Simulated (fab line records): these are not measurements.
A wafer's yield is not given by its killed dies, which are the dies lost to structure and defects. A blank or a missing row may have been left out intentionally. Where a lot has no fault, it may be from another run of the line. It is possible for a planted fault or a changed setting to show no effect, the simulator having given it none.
Matching of chambers ; flow nand_harc ; 4 sister chambers for NHARC_A_BLC_ALD_23 on ald_metal-04
The step deposits TiN, target thk 3 nm, pulse time 1 s, ald cycles 150. 4 wafers are shown with their chamber, then 11 later ones without.

## WAFERS PAIRED WITH THEIR CHAMBERS
wafer;chamber;heater_power_w (W)
L090.3;2;1041
L091.1;3;1099
L091.4;0;1033
L092.1;1;1080

## WAFERS WITHOUT THEIR CHAMBER
wafer;heater_power_w (W)
L092.5;1065
L092.6;998
L094.3;1030
L094.4;1071
L094.5;1080
L095.1;1064
L095.4;1020
L095.5;995
L097.1;1059
L097.4;1097
L097.5;1018

## THE CHAMBER EACH PASSED THROUGH
wafer;from the rows above;in truth
L092.5;can't be placed: 1 or 2 or 0 or 3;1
L092.6;can't be placed: 0 or 2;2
L094.3;can't be placed: 0 or 2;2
L094.4;can't be placed: 1 or 3 or 2 or 0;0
L094.5;can't be placed: 1 or 3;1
L095.1;can't be placed: 1 or 2 or 0 or 3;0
L095.4;can't be placed: 0 or 2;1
L095.5;can't be placed: 0 or 2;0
L097.1;can't be placed: 2 or 1 or 0 or 3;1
L097.4;can't be placed: 3 or 1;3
L097.5;can't be placed: 0 or 2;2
Correct placement for 0 of the 11. From these rows, 11 cannot be placed; in 10 the true chamber is one of the candidates. Wrongly placed: 0.
How it was worked out, from the rows above alone: a wafer's distance from a chamber is the root of the sum, over the readings, of the square of ((its reading less the chamber's mean) divided by the reading's scatter). The wafer belongs to the nearest chamber; if the next one is less than 2 further off, it can't be placed. Each chamber's mean is taken over the wafers shown for it. The scatter (one wafer shown for each chamber): square how far every hidden wafer sits from the nearest shown wafer, average those squares and take the square root.
